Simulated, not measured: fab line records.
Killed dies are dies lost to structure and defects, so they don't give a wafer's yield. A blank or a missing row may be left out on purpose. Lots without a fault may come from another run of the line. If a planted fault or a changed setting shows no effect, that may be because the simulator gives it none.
Which tool did it? / flow n5_finfet / Sampling: 24 lots, 72 wafers, 5 of 1938 route steps

== WHAT THE GAUGES READ, wafer by wafer ==
N5_BEOL_M7_CD_MEAS_11: target cd 38.5 nm.
lot=L075; measured=day 10 15:38; on=cd_sem-01; cd_nm (nm)=38.7 38.2 38.8
lot=L074; measured=day 10 16:02; on=cd_sem-02; cd_nm (nm)=38.5 38.2 39.1
lot=L076; measured=day 11 01:58; on=cd_sem-02; cd_nm (nm)=38.4 38.7 39.2
lot=L077; measured=day 11 21:48; on=cd_sem-02; cd_nm (nm)=38.4 38.1 38.1
lot=L080; measured=day 12 03:44; on=cd_sem-02; cd_nm (nm)=38.2 38.6 38.1
lot=L078; measured=day 12 03:54; on=cd_sem-03; cd_nm (nm)=38.2 38.9 38.0
lot=L079; measured=day 12 06:41; on=cd_sem-01; cd_nm (nm)=38.1 37.7 38.6
lot=L081; measured=day 12 11:32; on=cd_sem-01; cd_nm (nm)=37.9 37.8 37.9
lot=L083; measured=day 12 20:25; on=cd_sem-01; cd_nm (nm)=38.5 38.2 38.4
lot=L082; measured=day 13 05:52; on=cd_sem-02; cd_nm (nm)=38.3 38.8 38.6
lot=L086; measured=day 13 06:04; on=cd_sem-02; cd_nm (nm)=38.0 38.6 38.4
lot=L084; measured=day 13 14:53; on=cd_sem-02; cd_nm (nm)=38.2 38.0 38.0
lot=L087; measured=day 13 21:31; on=cd_sem-02; cd_nm (nm)=38.7 38.5 39.1
lot=L089; measured=day 14 00:09; on=cd_sem-01; cd_nm (nm)=38.0 38.0 37.9
lot=L088; measured=day 14 02:45; on=cd_sem-01; cd_nm (nm)=38.4 38.3 38.8
lot=L085; measured=day 14 06:41; on=cd_sem-01; cd_nm (nm)=38.5 38.3 38.2
lot=L091; measured=day 14 10:25; on=cd_sem-01; cd_nm (nm)=38.2 38.1 37.4
lot=L093; measured=day 14 14:21; on=cd_sem-02; cd_nm (nm)=39.6 38.8 38.7
lot=L096; measured=day 15 08:44; on=cd_sem-03; cd_nm (nm)=38.9 38.6 38.9
lot=L092; measured=day 15 11:14; on=cd_sem-02; cd_nm (nm)=38.5 37.9 38.0
lot=L094; measured=day 15 21:22; on=cd_sem-02; cd_nm (nm)=38.1 38.9 38.6
lot=L090; measured=day 16 00:47; on=cd_sem-01; cd_nm (nm)=38.2 38.2 38.3
lot=L095; measured=day 16 04:08; on=cd_sem-03; cd_nm (nm)=38.9 38.5 38.8
lot=L097; measured=day 17 07:08; on=cd_sem-01; cd_nm (nm)=38.0 38.3 38.2

== WHICH TOOL RAN EACH LOT (tool, then ch and the chambers of the sampled wafers, then the start) ==
lot=L075; N5_BEOL_M6_ETCH_72=rie_diel-03 ch 0,1, day 10 11:07; N5_BEOL_M6_ETCH_41=rie_diel-03 ch 0,1, day 10 11:42 or earlier; N5_BEOL_M6_CURE_75=uv_cure-02 ch 1, day 10 11:42; N5_BEOL_M6_PRE_CLEAN_45=pvd_sputter-02, day 10 12:16
lot=L074; N5_BEOL_M6_ETCH_72=rie_diel-03 ch 0,3, day 10 11:31; N5_BEOL_M6_ETCH_41=rie_diel-03 ch 0,3, day 10 12:06 or earlier; N5_BEOL_M6_CURE_75=uv_cure-03 ch 1, day 10 12:06; N5_BEOL_M6_PRE_CLEAN_45=pvd_sputter-01, day 10 12:52
lot=L076; N5_BEOL_M6_ETCH_72=rie_diel-03 ch 0,1, day 10 20:17; N5_BEOL_M6_ETCH_41=rie_diel-03 ch 0,1, day 10 20:55 or earlier; N5_BEOL_M6_CURE_75=uv_cure-03 ch 1, day 10 20:55; N5_BEOL_M6_PRE_CLEAN_45=pvd_sputter-03, day 10 21:22
lot=L077; N5_BEOL_M6_ETCH_72=rie_diel-05 ch 1,3, day 11 16:50; N5_BEOL_M6_ETCH_41=rie_diel-05 ch 1,3, day 11 17:26 or earlier; N5_BEOL_M6_CURE_75=uv_cure-03 ch 2, day 11 17:26; N5_BEOL_M6_PRE_CLEAN_45=pvd_sputter-02, day 11 18:09
lot=L080; N5_BEOL_M6_ETCH_72=rie_diel-06 ch 1,2, day 11 23:30; N5_BEOL_M6_ETCH_41=rie_diel-06 ch 1,2, day 12 00:05 or earlier; N5_BEOL_M6_CURE_75=uv_cure-03 ch 2, day 12 00:05; N5_BEOL_M6_PRE_CLEAN_45=pvd_sputter-03, day 12 00:40
lot=L078; N5_BEOL_M6_ETCH_72=rie_diel-05 ch 0,1,2, day 11 23:37; N5_BEOL_M6_ETCH_41=rie_diel-05 ch 0,1,2, day 12 00:13 or earlier; N5_BEOL_M6_CURE_75=uv_cure-02 ch 2, day 12 00:13; N5_BEOL_M6_PRE_CLEAN_45=pvd_sputter-01, day 12 00:41
lot=L079; N5_BEOL_M6_ETCH_72=rie_diel-06 ch 0,1,3, day 11 23:54; N5_BEOL_M6_ETCH_41=rie_diel-06 ch 0,1,3, day 12 00:29 or earlier; N5_BEOL_M6_CURE_75=uv_cure-03 ch 0, day 12 00:29; N5_BEOL_M6_PRE_CLEAN_45=pvd_sputter-02, day 12 01:01
lot=L081; N5_BEOL_M6_ETCH_72=rie_diel-03 ch 0,1,3, day 12 05:58; N5_BEOL_M6_ETCH_41=rie_diel-03 ch 0,1,3, day 12 06:50 or earlier; N5_BEOL_M6_CURE_75=uv_cure-01 ch 0, day 12 06:50; N5_BEOL_M6_PRE_CLEAN_45=pvd_sputter-02, day 12 07:17
lot=L083; N5_BEOL_M6_ETCH_72=rie_diel-06 ch 0,1, day 12 14:17; N5_BEOL_M6_ETCH_41=rie_diel-06 ch 0,1, day 12 15:20 or earlier; N5_BEOL_M6_CURE_75=uv_cure-02 ch 1, day 12 15:20; N5_BEOL_M6_PRE_CLEAN_45=pvd_sputter-02, day 12 15:43
lot=L082; N5_BEOL_M6_ETCH_72=rie_diel-05 ch 1,2,3, day 12 23:39; N5_BEOL_M6_ETCH_41=rie_diel-05 ch 1,2,3, day 13 00:17 or earlier; N5_BEOL_M6_CURE_75=uv_cure-03 ch 2, day 13 00:17; N5_BEOL_M6_PRE_CLEAN_45=pvd_sputter-02, day 13 00:49
lot=L086; N5_BEOL_M6_ETCH_72=rie_diel-06 ch 0,3, day 12 23:47; N5_BEOL_M6_ETCH_41=rie_diel-06 ch 0,3, day 13 00:32 or earlier; N5_BEOL_M6_CURE_75=uv_cure-02 ch 0, day 13 00:32; N5_BEOL_M6_PRE_CLEAN_45=pvd_sputter-02, day 13 00:56
lot=L084; N5_BEOL_M6_ETCH_72=rie_diel-06 ch 0,2,3, day 13 08:17; N5_BEOL_M6_ETCH_41=rie_diel-06 ch 0,2,3, day 13 08:53 or earlier; N5_BEOL_M6_CURE_75=uv_cure-03 ch 2, day 13 08:53; N5_BEOL_M6_PRE_CLEAN_45=pvd_sputter-01, day 13 09:21
lot=L087; N5_BEOL_M6_ETCH_72=rie_diel-05 ch 0,3, day 13 15:11; N5_BEOL_M6_ETCH_41=rie_diel-05 ch 0,3, day 13 15:53 or earlier; N5_BEOL_M6_CURE_75=uv_cure-01 ch 0, day 13 15:53; N5_BEOL_M6_PRE_CLEAN_45=pvd_sputter-02, day 13 16:10
lot=L089; N5_BEOL_M6_ETCH_72=rie_diel-06 ch 0,2,3, day 13 18:13; N5_BEOL_M6_ETCH_41=rie_diel-06 ch 0,2,3, day 13 18:49 or earlier; N5_BEOL_M6_CURE_75=uv_cure-02 ch 0, day 13 18:49; N5_BEOL_M6_PRE_CLEAN_45=pvd_sputter-02, day 13 19:14
lot=L088; N5_BEOL_M6_ETCH_72=rie_diel-06 ch 0,2,3, day 13 20:30; N5_BEOL_M6_ETCH_41=rie_diel-06 ch 0,2,3, day 13 21:14 or earlier; N5_BEOL_M6_CURE_75=uv_cure-03 ch 0, day 13 21:14; N5_BEOL_M6_PRE_CLEAN_45=pvd_sputter-02, day 13 23:01
lot=L085; N5_BEOL_M6_ETCH_72=rie_diel-05 ch 0,3, day 14 01:02; N5_BEOL_M6_ETCH_41=rie_diel-05 ch 0,3, day 14 01:40 or earlier; N5_BEOL_M6_CURE_75=uv_cure-02 ch 0, day 14 01:40; N5_BEOL_M6_PRE_CLEAN_45=pvd_sputter-03, day 14 02:13
lot=L091; N5_BEOL_M6_ETCH_72=rie_diel-06 ch 2,3, day 14 03:25; N5_BEOL_M6_ETCH_41=rie_diel-06 ch 2,3, day 14 04:04 or earlier; N5_BEOL_M6_CURE_75=uv_cure-01 ch 2, day 14 04:04; N5_BEOL_M6_PRE_CLEAN_45=pvd_sputter-02, day 14 06:07
lot=L093; N5_BEOL_M6_ETCH_72=rie_diel-06 ch 0,1,3, day 14 09:32; N5_BEOL_M6_ETCH_41=rie_diel-06 ch 0,1,3, day 14 10:07 or earlier; N5_BEOL_M6_CURE_75=uv_cure-02 ch 0, day 14 10:07; N5_BEOL_M6_PRE_CLEAN_45=pvd_sputter-01, day 14 10:32
lot=L096; N5_BEOL_M6_ETCH_72=rie_diel-06 ch 0,1, day 15 03:01; N5_BEOL_M6_ETCH_41=rie_diel-06 ch 0,1, day 15 03:39 or earlier; N5_BEOL_M6_CURE_75=uv_cure-03 ch 1, day 15 03:39; N5_BEOL_M6_PRE_CLEAN_45=pvd_sputter-01, day 15 03:58
lot=L092; N5_BEOL_M6_ETCH_72=rie_diel-03 ch 0,2,3, day 15 06:53; N5_BEOL_M6_ETCH_41=rie_diel-03 ch 0,2,3, day 15 07:31 or earlier; N5_BEOL_M6_CURE_75=uv_cure-02 ch 1, day 15 07:31; N5_BEOL_M6_PRE_CLEAN_45=pvd_sputter-02, day 15 07:51
lot=L094; N5_BEOL_M6_ETCH_72=rie_diel-03 ch 0,2,3, day 15 15:11; N5_BEOL_M6_ETCH_41=rie_diel-03 ch 0,2,3, day 15 15:46 or earlier; N5_BEOL_M6_CURE_75=uv_cure-02 ch 2, day 15 15:46; N5_BEOL_M6_PRE_CLEAN_45=pvd_sputter-01, day 15 16:08
lot=L090; N5_BEOL_M6_ETCH_72=rie_diel-03 ch 0,1,2, day 15 19:59; N5_BEOL_M6_ETCH_41=rie_diel-03 ch 0,1,2, day 15 20:37 or earlier; N5_BEOL_M6_CURE_75=uv_cure-03 ch 0, day 15 20:37; N5_BEOL_M6_PRE_CLEAN_45=pvd_sputter-02, day 15 21:00
lot=L095; N5_BEOL_M6_ETCH_72=rie_diel-05 ch 2,3, day 15 22:36; N5_BEOL_M6_ETCH_41=rie_diel-05 ch 2,3, day 15 23:17 or earlier; N5_BEOL_M6_CURE_75=uv_cure-03 ch 0, day 15 23:17; N5_BEOL_M6_PRE_CLEAN_45=pvd_sputter-01, day 16 00:18
lot=L097; N5_BEOL_M6_ETCH_72=rie_diel-06 ch 1,2, day 16 23:43; N5_BEOL_M6_ETCH_41=rie_diel-06 ch 1,2, day 17 00:34 or earlier; N5_BEOL_M6_CURE_75=uv_cure-01 ch 0, day 17 00:34; N5_BEOL_M6_PRE_CLEAN_45=pvd_sputter-02, day 17 02:16
- N5_BEOL_M6_ETCH_72: etches underlayer in N2/H2, target depth 6.5 nm, time 5.2 s.
- N5_BEOL_M6_ETCH_41: etches SiCN in CH3F/O2, target depth 29.7 nm, time 52 s.
- N5_BEOL_M6_CURE_75: cures SiCOH lowk, time 120 s.
- N5_BEOL_M6_PRE_CLEAN_45: time 30 s.

== AS READ BY THE TOOLS THEMSELVES (means over the sampled wafers that have a number; for cases with no such wafer, the mark the record gives instead) ==
N5_BEOL_M6_ETCH_72.
lot=L075; tool=rie_diel-03; drypump_motor_current_A (A)=5.6; etch_rf_on_time_s (s)=5.33; oes_product_au (a.u.)=0.70; rf_vpp_V (V)=521.4; showerhead_plenum_p_Torr (Torr)=2.45; throttle_valve_pct (%)=18.12
lot=L074; tool=rie_diel-03; drypump_motor_current_A (A)=5.6; etch_rf_on_time_s (s)=5.30; oes_product_au (a.u.)=0.60; rf_vpp_V (V)=522.8; showerhead_plenum_p_Torr (Torr)=2.46; throttle_valve_pct (%)=18.08
lot=L076; tool=rie_diel-03; drypump_motor_current_A (A)=5.5; etch_rf_on_time_s (s)=5.17; oes_product_au (a.u.)=0.76; rf_vpp_V (V)=522.7; showerhead_plenum_p_Torr (Torr)=2.47; throttle_valve_pct (%)=18.04
lot=L077; tool=rie_diel-05; drypump_motor_current_A (A)=6.1; etch_rf_on_time_s (s)=5.14; oes_product_au (a.u.)=0.60; rf_vpp_V (V)=520.5; showerhead_plenum_p_Torr (Torr)=2.44; throttle_valve_pct (%)=18.27
lot=L080; tool=rie_diel-06; drypump_motor_current_A (A)=5.7; etch_rf_on_time_s (s)=5.28; oes_product_au (a.u.)=0.63; rf_vpp_V (V)=521.4; showerhead_plenum_p_Torr (Torr)=2.47; throttle_valve_pct (%)=18.00
lot=L078; tool=rie_diel-05; drypump_motor_current_A (A)=6.4; etch_rf_on_time_s (s)=5.16; oes_product_au (a.u.)=0.65; rf_vpp_V (V)=521.9; showerhead_plenum_p_Torr (Torr)=2.47; throttle_valve_pct (%)=17.89
lot=L079; tool=rie_diel-06; drypump_motor_current_A (A)=5.5; etch_rf_on_time_s (s)=5.18; oes_product_au (a.u.)=0.74; rf_vpp_V (V)=522.4; showerhead_plenum_p_Torr (Torr)=2.47; throttle_valve_pct (%)=17.97
lot=L081; tool=rie_diel-03; drypump_motor_current_A (A)=5.5; etch_rf_on_time_s (s)=5.23; oes_product_au (a.u.)=0.66; rf_vpp_V (V)=521.1; showerhead_plenum_p_Torr (Torr)=2.47; throttle_valve_pct (%)=18.03
lot=L083; tool=rie_diel-06; drypump_motor_current_A (A)=5.7; etch_rf_on_time_s (s)=5.16; oes_product_au (a.u.)=0.72; rf_vpp_V (V)=521.8; showerhead_plenum_p_Torr (Torr)=2.46; throttle_valve_pct (%)=17.87
lot=L082; tool=rie_diel-05; drypump_motor_current_A (A)=6.1; etch_rf_on_time_s (s)=5.23; oes_product_au (a.u.)=0.59; rf_vpp_V (V)=521.2; showerhead_plenum_p_Torr (Torr)=2.48; throttle_valve_pct (%)=18.25
lot=L086; tool=rie_diel-06; drypump_motor_current_A (A)=5.2; etch_rf_on_time_s (s)=5.10; oes_product_au (a.u.)=0.78; rf_vpp_V (V)=522.2; showerhead_plenum_p_Torr (Torr)=2.49; throttle_valve_pct (%)=17.97
lot=L084; tool=rie_diel-06; drypump_motor_current_A (A)=5.4; etch_rf_on_time_s (s)=5.10; oes_product_au (a.u.)=0.74; rf_vpp_V (V)=523.5; showerhead_plenum_p_Torr (Torr)=2.51; throttle_valve_pct (%)=17.91
lot=L087; tool=rie_diel-05; drypump_motor_current_A (A)=6.1; etch_rf_on_time_s (s)=5.18; oes_product_au (a.u.)=0.68; rf_vpp_V (V)=521.8; showerhead_plenum_p_Torr (Torr)=2.48; throttle_valve_pct (%)=17.76
lot=L089; tool=rie_diel-06; drypump_motor_current_A (A)=5.4; etch_rf_on_time_s (s)=5.15; oes_product_au (a.u.)=0.73; rf_vpp_V (V)=523.4; showerhead_plenum_p_Torr (Torr)=2.50; throttle_valve_pct (%)=17.92
lot=L088; tool=rie_diel-06; drypump_motor_current_A (A)=5.4; etch_rf_on_time_s (s)=5.15; oes_product_au (a.u.)=0.72; rf_vpp_V (V)=522.2; showerhead_plenum_p_Torr (Torr)=2.50; throttle_valve_pct (%)=17.92
lot=L085; tool=rie_diel-05; drypump_motor_current_A (A)=5.7; etch_rf_on_time_s (s)=5.17; oes_product_au (a.u.)=0.63; rf_vpp_V (V)=522.7; showerhead_plenum_p_Torr (Torr)=2.49; throttle_valve_pct (%)=18.08
lot=L091; tool=rie_diel-06; drypump_motor_current_A (A)=5.1; etch_rf_on_time_s (s)=5.15; oes_product_au (a.u.)=0.73; rf_vpp_V (V)=522.8; showerhead_plenum_p_Torr (Torr)=2.50; throttle_valve_pct (%)=18.02
lot=L093; tool=rie_diel-06; drypump_motor_current_A (A)=5.5; etch_rf_on_time_s (s)=5.16; oes_product_au (a.u.)=0.71; rf_vpp_V (V)=522.5; showerhead_plenum_p_Torr (Torr)=2.46; throttle_valve_pct (%)=18.00
lot=L096; tool=rie_diel-06; drypump_motor_current_A (A)=5.7; etch_rf_on_time_s (s)=5.14; oes_product_au (a.u.)=0.69; rf_vpp_V (V)=521.0; showerhead_plenum_p_Torr (Torr)=2.45; throttle_valve_pct (%)=17.92
lot=L092; tool=rie_diel-03; drypump_motor_current_A (A)=5.6; etch_rf_on_time_s (s)=5.27; oes_product_au (a.u.)=0.68; rf_vpp_V (V)=523.2; showerhead_plenum_p_Torr (Torr)=2.52; throttle_valve_pct (%)=17.89
lot=L094; tool=rie_diel-03; drypump_motor_current_A (A)=5.6; etch_rf_on_time_s (s)=5.22; oes_product_au (a.u.)=0.69; rf_vpp_V (V)=523.5; showerhead_plenum_p_Torr (Torr)=2.52; throttle_valve_pct (%)=17.92
lot=L090; tool=rie_diel-03; drypump_motor_current_A (A)=5.7; etch_rf_on_time_s (s)=5.20; oes_product_au (a.u.)=0.68; rf_vpp_V (V)=524.2; showerhead_plenum_p_Torr (Torr)=2.52; throttle_valve_pct (%)=18.07
lot=L095; tool=rie_diel-05; drypump_motor_current_A (A)=5.7; etch_rf_on_time_s (s)=5.16; oes_product_au (a.u.)=0.75; rf_vpp_V (V)=524.1; showerhead_plenum_p_Torr (Torr)=2.49; throttle_valve_pct (%)=18.04
lot=L097; tool=rie_diel-06; drypump_motor_current_A (A)=5.7; etch_rf_on_time_s (s)=5.20; oes_product_au (a.u.)=0.62; rf_vpp_V (V)=521.4; showerhead_plenum_p_Torr (Torr)=2.45; throttle_valve_pct (%)=18.07

N5_BEOL_M6_ETCH_41.
lot=L075; tool=rie_diel-03; drypump_motor_current_A (A)=5.6; oes_product_au (a.u.)=0.81; rf_vpp_V (V)=295.8; showerhead_plenum_p_Torr (Torr)=1.92; throttle_valve_pct (%)=16.48
lot=L074; tool=rie_diel-03; drypump_motor_current_A (A)=5.6; oes_product_au (a.u.)=0.70; rf_vpp_V (V)=295.8; showerhead_plenum_p_Torr (Torr)=1.92; throttle_valve_pct (%)=16.48
lot=L076; tool=rie_diel-03; drypump_motor_current_A (A)=5.5; oes_product_au (a.u.)=0.89; rf_vpp_V (V)=296.0; showerhead_plenum_p_Torr (Torr)=1.94; throttle_valve_pct (%)=16.42
lot=L077; tool=rie_diel-05; drypump_motor_current_A (A)=6.1; oes_product_au (a.u.)=0.70; rf_vpp_V (V)=295.8; showerhead_plenum_p_Torr (Torr)=1.92; throttle_valve_pct (%)=16.66
lot=L080; tool=rie_diel-06; drypump_motor_current_A (A)=5.7; oes_product_au (a.u.)=0.74; rf_vpp_V (V)=296.5; showerhead_plenum_p_Torr (Torr)=1.94; throttle_valve_pct (%)=16.44
lot=L078; tool=rie_diel-05; drypump_motor_current_A (A)=6.4; oes_product_au (a.u.)=0.76; rf_vpp_V (V)=296.3; showerhead_plenum_p_Torr (Torr)=1.94; throttle_valve_pct (%)=16.28
lot=L079; tool=rie_diel-06; drypump_motor_current_A (A)=5.5; oes_product_au (a.u.)=0.86; rf_vpp_V (V)=294.8; showerhead_plenum_p_Torr (Torr)=1.95; throttle_valve_pct (%)=16.43
lot=L081; tool=rie_diel-03; drypump_motor_current_A (A)=5.5; oes_product_au (a.u.)=0.76; rf_vpp_V (V)=295.5; showerhead_plenum_p_Torr (Torr)=1.94; throttle_valve_pct (%)=16.44
lot=L083; tool=rie_diel-06; drypump_motor_current_A (A)=5.7; oes_product_au (a.u.)=0.84; rf_vpp_V (V)=295.9; showerhead_plenum_p_Torr (Torr)=1.94; throttle_valve_pct (%)=16.36
lot=L082; tool=rie_diel-05; drypump_motor_current_A (A)=6.0; oes_product_au (a.u.)=0.69; rf_vpp_V (V)=297.1; showerhead_plenum_p_Torr (Torr)=1.94; throttle_valve_pct (%)=16.64
lot=L086; tool=rie_diel-06; drypump_motor_current_A (A)=5.2; oes_product_au (a.u.)=0.93; rf_vpp_V (V)=295.7; showerhead_plenum_p_Torr (Torr)=1.96; throttle_valve_pct (%)=16.41
lot=L084; tool=rie_diel-06; drypump_motor_current_A (A)=5.4; oes_product_au (a.u.)=0.87; rf_vpp_V (V)=297.3; showerhead_plenum_p_Torr (Torr)=1.97; throttle_valve_pct (%)=16.32
lot=L087; tool=rie_diel-05; drypump_motor_current_A (A)=6.1; oes_product_au (a.u.)=0.81; rf_vpp_V (V)=297.2; showerhead_plenum_p_Torr (Torr)=1.96; throttle_valve_pct (%)=16.18
lot=L089; tool=rie_diel-06; drypump_motor_current_A (A)=5.4; oes_product_au (a.u.)=0.86; rf_vpp_V (V)=296.2; showerhead_plenum_p_Torr (Torr)=1.97; throttle_valve_pct (%)=16.32
lot=L088; tool=rie_diel-06; drypump_motor_current_A (A)=5.4; oes_product_au (a.u.)=0.85; rf_vpp_V (V)=297.0; showerhead_plenum_p_Torr (Torr)=1.97; throttle_valve_pct (%)=16.32
lot=L085; tool=rie_diel-05; drypump_motor_current_A (A)=5.8; oes_product_au (a.u.)=0.74; rf_vpp_V (V)=296.6; showerhead_plenum_p_Torr (Torr)=1.96; throttle_valve_pct (%)=16.51
lot=L091; tool=rie_diel-06; drypump_motor_current_A (A)=5.1; oes_product_au (a.u.)=0.87; rf_vpp_V (V)=296.0; showerhead_plenum_p_Torr (Torr)=1.97; throttle_valve_pct (%)=16.40
lot=L093; tool=rie_diel-06; drypump_motor_current_A (A)=5.5; oes_product_au (a.u.)=0.83; rf_vpp_V (V)=295.4; showerhead_plenum_p_Torr (Torr)=1.94; throttle_valve_pct (%)=16.46
lot=L096; tool=rie_diel-06; drypump_motor_current_A (A)=5.7; oes_product_au (a.u.)=0.80; rf_vpp_V (V)=296.8; showerhead_plenum_p_Torr (Torr)=1.94; throttle_valve_pct (%)=16.41
lot=L092; tool=rie_diel-03; drypump_motor_current_A (A)=5.6; oes_product_au (a.u.)=0.80; rf_vpp_V (V)=296.7; showerhead_plenum_p_Torr (Torr)=1.98; throttle_valve_pct (%)=16.30
lot=L094; tool=rie_diel-03; drypump_motor_current_A (A)=5.6; oes_product_au (a.u.)=0.81; rf_vpp_V (V)=297.4; showerhead_plenum_p_Torr (Torr)=1.98; throttle_valve_pct (%)=16.30
lot=L090; tool=rie_diel-03; drypump_motor_current_A (A)=5.7; oes_product_au (a.u.)=0.78; rf_vpp_V (V)=296.4; showerhead_plenum_p_Torr (Torr)=1.98; throttle_valve_pct (%)=16.46
lot=L095; tool=rie_diel-05; drypump_motor_current_A (A)=5.7; oes_product_au (a.u.)=0.86; rf_vpp_V (V)=296.1; showerhead_plenum_p_Torr (Torr)=1.96; throttle_valve_pct (%)=16.43
lot=L097; tool=rie_diel-06; drypump_motor_current_A (A)=5.7; oes_product_au (a.u.)=0.72; rf_vpp_V (V)=295.5; showerhead_plenum_p_Torr (Torr)=1.93; throttle_valve_pct (%)=16.52

N5_BEOL_M6_CURE_75.
lot=L075; tool=uv_cure-02; lamp_power_pct (%)=52.38; wafer_temp_C_max=372.0
lot=L074; tool=uv_cure-03; lamp_power_pct (%)=52.32; wafer_temp_C_max=372.8
lot=L076; tool=uv_cure-03; lamp_power_pct (%)=52.31; wafer_temp_C_max=372.1
lot=L077; tool=uv_cure-03; lamp_power_pct (%)=52.25; wafer_temp_C_max=371.8
lot=L080; tool=uv_cure-03; lamp_power_pct (%)=52.28; wafer_temp_C_max=371.8
lot=L078; tool=uv_cure-02; lamp_power_pct (%)=52.27; wafer_temp_C_max=371.3
lot=L079; tool=uv_cure-03; lamp_power_pct (%)=52.32; wafer_temp_C_max=372.3
lot=L081; tool=uv_cure-01; lamp_power_pct (%)=52.29; wafer_temp_C_max=372.1
lot=L083; tool=uv_cure-02; lamp_power_pct (%)=52.29; wafer_temp_C_max=372.1
lot=L082; tool=uv_cure-03; lamp_power_pct (%)=52.33; wafer_temp_C_max=371.8
lot=L086; tool=uv_cure-02; lamp_power_pct (%)=52.32; wafer_temp_C_max=370.9
lot=L084; tool=uv_cure-03; lamp_power_pct (%)=52.26; wafer_temp_C_max=371.7
lot=L087; tool=uv_cure-01; lamp_power_pct (%)=52.32; wafer_temp_C_max=372.6
lot=L089; tool=uv_cure-02; lamp_power_pct (%)=52.30; wafer_temp_C_max=371.0
lot=L088; tool=uv_cure-03; lamp_power_pct (%)=52.28; wafer_temp_C_max=372.4
lot=L085; tool=uv_cure-02; lamp_power_pct (%)=52.29; wafer_temp_C_max=370.9
lot=L091; tool=uv_cure-01; lamp_power_pct (%)=52.28; wafer_temp_C_max=371.2
lot=L093; tool=uv_cure-02; lamp_power_pct (%)=52.29; wafer_temp_C_max=371.0
lot=L096; tool=uv_cure-03; lamp_power_pct (%)=52.30; wafer_temp_C_max=372.5
lot=L092; tool=uv_cure-02; lamp_power_pct (%)=52.33; wafer_temp_C_max=372.3
lot=L094; tool=uv_cure-02; lamp_power_pct (%)=52.30; wafer_temp_C_max=371.1
lot=L090; tool=uv_cure-03; lamp_power_pct (%)=52.34; wafer_temp_C_max=372.0
lot=L095; tool=uv_cure-03; lamp_power_pct (%)=52.32; wafer_temp_C_max=372.1
lot=L097; tool=uv_cure-01; lamp_power_pct (%)=52.37; wafer_temp_C_max=372.4

N5_BEOL_M6_PRE_CLEAN_45.
lot=L075; tool=pvd_sputter-02; heater_power_w (W)=315
lot=L074; tool=pvd_sputter-01; heater_power_w (W)=321
lot=L076; tool=pvd_sputter-03; heater_power_w (W)=355
lot=L077; tool=pvd_sputter-02; heater_power_w (W)=302
lot=L080; tool=pvd_sputter-03; heater_power_w (W)=313
lot=L078; tool=pvd_sputter-01; heater_power_w (W)=355
lot=L079; tool=pvd_sputter-02; heater_power_w (W)=304
lot=L081; tool=pvd_sputter-02; heater_power_w (W)=304
lot=L083; tool=pvd_sputter-02; heater_power_w (W)=336
lot=L082; tool=pvd_sputter-02; heater_power_w (W)=290
lot=L086; tool=pvd_sputter-02; heater_power_w (W)=310
lot=L084; tool=pvd_sputter-01; heater_power_w (W)=333
lot=L087; tool=pvd_sputter-02; heater_power_w (W)=294
lot=L089; tool=pvd_sputter-02; heater_power_w (W)=299
lot=L088; tool=pvd_sputter-02; heater_power_w (W)=324
lot=L085; tool=pvd_sputter-03; heater_power_w (W)=290
lot=L091; tool=pvd_sputter-02; heater_power_w (W)=297
lot=L093; tool=pvd_sputter-01; heater_power_w (W)=374
lot=L096; tool=pvd_sputter-01; heater_power_w (W)=336
lot=L092; tool=pvd_sputter-02; heater_power_w (W)=297
lot=L094; tool=pvd_sputter-01; heater_power_w (W)=331
lot=L090; tool=pvd_sputter-02; heater_power_w (W)=297
lot=L095; tool=pvd_sputter-01; heater_power_w (W)=354
lot=L097; tool=pvd_sputter-02; heater_power_w (W)=303

== THE ANSWER, worked out from the rows above alone ==
Rule: usual is defined by the lots themselves. The widest of any qualifying gaps counts: lots, ordered by their means at a reading, are off when they make up no more than a third of the lots, leave a main group of 4 or more, and stand apart from it by 3 or more times the standard deviation of that group's means. The tables above print the reading to a certain number of digits; a main group whose means all agree to those digits is not used. Also off: a lot with no number at a reading for which 4 or more lots have one. The other lots that the step has rows for count as sound. First the gauges in route order, then the tools' own readings, where a lot's mean is used as printed above. At the first step where some lot is off, the reading lying furthest off is the one used; lots without a number count as furthest.
Across all readings shown, no lot is off: no conclusion can be drawn from this.

== WHAT THE SIMULATOR PUT IN ==
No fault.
